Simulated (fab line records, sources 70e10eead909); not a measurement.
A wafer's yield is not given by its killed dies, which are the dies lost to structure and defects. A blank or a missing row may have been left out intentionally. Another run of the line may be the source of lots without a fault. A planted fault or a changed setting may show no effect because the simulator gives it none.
Check for tools in common + flow nandHarc + 3 lots and 9 wafers in the sample

THE REASON FOR OPENING IT
Flagged at NHARC_END_SORT_01: reading killedAtArray, on 3 of 3 lots. Fault-free wafers read 59, with a standard deviation of 17.
Rule: a lot is flagged when every wafer of it that has a number lies more than 4 standard deviations from that mean, or none has a number. The rest of the lots are taken to be sound.

| lot  | measured     | on        | killedAtArray, wafer by wafer | flag    |
|------|--------------|-----------|-------------------------------|---------|
| L495 | day 30 04:33 | prober-01 | 673 676 675                   | FLAGGED |
| L496 | day 30 13:58 | prober-01 | 667 665 670                   | FLAGGED |
| L497 | day 30 20:09 | prober-01 | 676 674 668                   | FLAGGED |
The mean of the flagged lots' numbers is 672, +613 from the usual (+36 standard deviations).

WHICH TOOL EACH LOT WENT THROUGH
The record holds 4 process steps before the reading, out of a route of 1302 steps. Cell contents, in order: the tool; ch with the chambers the sampled wafers went through; the start.
| lot  | flag    | NHARC_A_STAIRCASE_TRIM_24                    | NHARC_A_STAIRCASE_ETCH_25                    | NHARC_A_STAIRCASE_ETCH_27         | NHARC_A_STAIRCASE_DESCUM_186      |
|------|---------|----------------------------------------------|----------------------------------------------|-----------------------------------|-----------------------------------|
| L495 | FLAGGED | rieDiel-06 ch 0,1,3, day 21 22:46 or earlier | rieDiel-06 ch 1,2,3, day 21 22:46 or earlier | rieDiel-06 ch 0,2,3, day 21 22:46 | rieDiel-03 ch 0,1,3, day 22 00:27 |
| L496 | FLAGGED | rieDiel-03 ch 0,2,3, day 22 03:58 or earlier | rieDiel-03 ch 2,3, day 22 03:58 or earlier   | rieDiel-03 ch 1,3, day 22 03:58   | rieDiel-03 ch 0,2,3, day 22 05:38 |
| L497 | FLAGGED | rieDiel-03 ch 0,1,2, day 21 21:59 or earlier | rieDiel-03 ch 1,2,3, day 21 21:59 or earlier | rieDiel-03 ch 0,1,2, day 21 21:59 | rieDiel-03 ch 0,2,3, day 21 23:40 |
What these steps do:
- NHARC_A_STAIRCASE_TRIM_24: chemistry O2, time 211.2 s.
- NHARC_A_STAIRCASE_ETCH_25: etches the open film in C4F8/O2, target depth 100 nm, time 40.5 s.
- NHARC_A_STAIRCASE_ETCH_27: etches the open film in C4F8/O2, target depth 100 nm, time 40.5 s.
- NHARC_A_STAIRCASE_DESCUM_186: chemistry O2, time 3 s.
- NHARC_END_SORT_01

FLAGGED AGAINST TOTAL, ONE TOOL AT A TIME (gauges that did the reading follow at the end)
| step                         | tool       | lots run | flagged | share of the flagged lots | sound lots run after its first flagged lot |
|------------------------------|------------|----------|---------|---------------------------|--------------------------------------------|
| NHARC_A_STAIRCASE_TRIM_24    | rieDiel-03 | 2        | 2       | some                      | 0                                          |
| NHARC_A_STAIRCASE_TRIM_24    | rieDiel-06 | 1        | 1       | some                      | 0                                          |
| NHARC_A_STAIRCASE_ETCH_25    | rieDiel-03 | 2        | 2       | some                      | 0                                          |
| NHARC_A_STAIRCASE_ETCH_25    | rieDiel-06 | 1        | 1       | some                      | 0                                          |
| NHARC_A_STAIRCASE_ETCH_27    | rieDiel-03 | 2        | 2       | some                      | 0                                          |
| NHARC_A_STAIRCASE_ETCH_27    | rieDiel-06 | 1        | 1       | some                      | 0                                          |
| NHARC_A_STAIRCASE_DESCUM_186 | rieDiel-03 | 3        | 3       | all                       | 0                                          |
| NHARC_END_SORT_01            | prober-01  | 3        | 3       | all                       | 0                                          |
NHARC_A_STAIRCASE_TRIM_24 gives no start for some lots, so the hours and the order of its lots are those of NHARC_A_STAIRCASE_ETCH_27. NHARC_A_STAIRCASE_ETCH_25 gives no start for some lots, so the hours and the order of its lots are those of NHARC_A_STAIRCASE_ETCH_27.

WHAT THE TABLE ALLOWS
2 rows of the table ran every flagged lot: rieDiel-03 at NHARC_A_STAIRCASE_DESCUM_186, prober-01 at NHARC_END_SORT_01.
- rieDiel-03 at NHARC_A_STAIRCASE_DESCUM_186: 3 of its 3 lots flagged. It ran no sound lot before its first flagged lot in this sample, so the start can't be narrowed down.
- prober-01 at NHARC_END_SORT_01: 3 of its 3 lots flagged. It ran no sound lot before its first flagged lot in this sample, so the start can't be narrowed down.
Because each of these 2 tools fits a fault that began at some hour, counting lots does not separate them. More lots, or a look at what each step does to the wafer, might.

WHAT THE SIMULATOR HAD PUT IN
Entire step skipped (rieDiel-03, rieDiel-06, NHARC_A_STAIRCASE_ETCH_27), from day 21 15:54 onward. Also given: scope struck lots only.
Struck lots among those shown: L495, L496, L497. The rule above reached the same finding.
